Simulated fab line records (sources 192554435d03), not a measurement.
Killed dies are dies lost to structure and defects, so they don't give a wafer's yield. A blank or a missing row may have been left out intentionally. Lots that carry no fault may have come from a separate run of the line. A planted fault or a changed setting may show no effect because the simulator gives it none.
Shared-tool check + flow n5Finfet + Sample size 10 lots and 30 wafers

REASON FOR OPENING
N5_SD_ACTIVATION_RS_MEAS_03, reading RS_SD_N: flagged on 2 of 10 lots. No-fault wafers: 21.88 ohm/sq, standard deviation 0.26.
Rule: a lot is flagged when every wafer of it that has a number lies more than 4 standard deviations from that mean, or none has a number. All remaining lots are regarded as sound.

| lot  | measured    | on           | RS_SD_N (ohm/sq), wafer by wafer | flag    |
|------|-------------|--------------|----------------------------------|---------|
| L327 | day 4 00:40 | filmMetro-01 | 21.89 21.81 22.37                |         |
| L335 | day 5 23:52 | filmMetro-01 | 21.95 22.14 22.06                |         |
| L336 | day 6 03:09 | filmMetro-01 | 41.06 41.59 41.77                | FLAGGED |
| L337 | day 6 16:58 | filmMetro-02 | 40.67 41.17 40.80                | FLAGGED |
| L339 | day 7 01:03 | filmMetro-01 | 21.95 21.83 22.07                |         |
| L340 | day 7 10:38 | filmMetro-01 | 21.83 21.70 22.07                |         |
| L344 | day 8 04:19 | filmMetro-01 | 21.83 22.01 21.53                |         |
| L345 | day 8 10:05 | filmMetro-01 | 21.63 21.08 21.46                |         |
| L347 | day 9 00:39 | filmMetro-01 | 22.18 22.07 22.18                |         |
| L348 | day 9 03:36 | filmMetro-02 | 21.94 22.12 22.23                |         |
Average over the flagged lots: 41.18 ohm/sq; offset from the usual +19.30 ohm/sq, equal to +74 standard deviations.

TOOL THAT RAN EACH LOT
Before the reading, the record contains 2 process steps out of a 1938-step route. Cell contents, in order: the tool; ch with the chambers the sampled wafers went through; the start.
| lot  | flag    | N5_SD_EPI_N_EPI_21            | N5_SD_ACTIVATION_LSA_01          |
|------|---------|-------------------------------|----------------------------------|
| L327 |         | epiRpcvd-03 ch 0, day 3 15:21 | laserAnneal-01 ch 0, day 4 00:28 |
| L335 |         | epiRpcvd-04 ch 0, day 5 16:13 | laserAnneal-02 ch 0, day 5 23:40 |
| L336 | FLAGGED | epiRpcvd-03 ch 0, day 5 20:04 | laserAnneal-01 ch 0, day 6 02:57 |
| L337 | FLAGGED | epiRpcvd-03 ch 0, day 6 08:42 | laserAnneal-02 ch 0, day 6 16:45 |
| L339 |         | epiRpcvd-04 ch 0, day 6 17:58 | laserAnneal-02 ch 0, day 7 00:52 |
| L340 |         | epiRpcvd-02 ch 0, day 7 03:34 | laserAnneal-02 ch 0, day 7 10:25 |
| L344 |         | epiRpcvd-02 ch 0, day 7 20:49 | laserAnneal-01 ch 0, day 8 04:07 |
| L345 |         | epiRpcvd-04 ch 0, day 8 03:18 | laserAnneal-02 ch 0, day 8 09:53 |
| L347 |         | epiRpcvd-02 ch 0, day 8 15:49 | laserAnneal-02 ch 0, day 9 00:28 |
| L348 |         | epiRpcvd-03 ch 0, day 8 20:10 | laserAnneal-01 ch 0, day 9 03:24 |
What the steps here do:
- N5_SD_EPI_N_EPI_21: deposits Si:P, time 690 s.
- N5_SD_ACTIVATION_LSA_01: time 0.0008 s.
- N5_SD_ACTIVATION_RS_MEAS_03: measures by four-point-probe.

FLAGGED AGAINST TOTAL, ONE TOOL AT A TIME (gauges that did the reading follow at the end)
| step                        | tool           | lots run | flagged | share of the flagged lots | sound lots run after its first flagged lot |
|-----------------------------|----------------|----------|---------|---------------------------|--------------------------------------------|
| N5_SD_EPI_N_EPI_21          | epiRpcvd-02    | 3        | 0       | none                      | -                                          |
| N5_SD_EPI_N_EPI_21          | epiRpcvd-03    | 4        | 2       | all                       | 1 (L348)                                   |
| N5_SD_EPI_N_EPI_21          | epiRpcvd-04    | 3        | 0       | none                      | -                                          |
| N5_SD_ACTIVATION_LSA_01     | laserAnneal-01 | 4        | 1       | some                      | 2 (L344,L348)                              |
| N5_SD_ACTIVATION_LSA_01     | laserAnneal-02 | 6        | 1       | some                      | 4 (L339,L340,L345,L347)                    |
| N5_SD_ACTIVATION_RS_MEAS_03 | filmMetro-01   | 8        | 1       | some                      | 5 (L339,L340,L344,L345,L347)               |
| N5_SD_ACTIVATION_RS_MEAS_03 | filmMetro-02   | 2        | 1       | some                      | 1 (L348)                                   |

WHAT THE TABLE PERMITS
All flagged lots share 1 row of the table, namely epiRpcvd-03 at N5_SD_EPI_N_EPI_21.
- epiRpcvd-03 at N5_SD_EPI_N_EPI_21 ran 4 lots, 2 of them flagged. Sound lots followed the first flagged one (L348) on it, something a lasting fault affecting the whole tool could not allow.
There is no row in the table that ran each flagged lot and no sound lot after the first.

WHAT HAD BEEN PUT IN BY THE SIMULATOR
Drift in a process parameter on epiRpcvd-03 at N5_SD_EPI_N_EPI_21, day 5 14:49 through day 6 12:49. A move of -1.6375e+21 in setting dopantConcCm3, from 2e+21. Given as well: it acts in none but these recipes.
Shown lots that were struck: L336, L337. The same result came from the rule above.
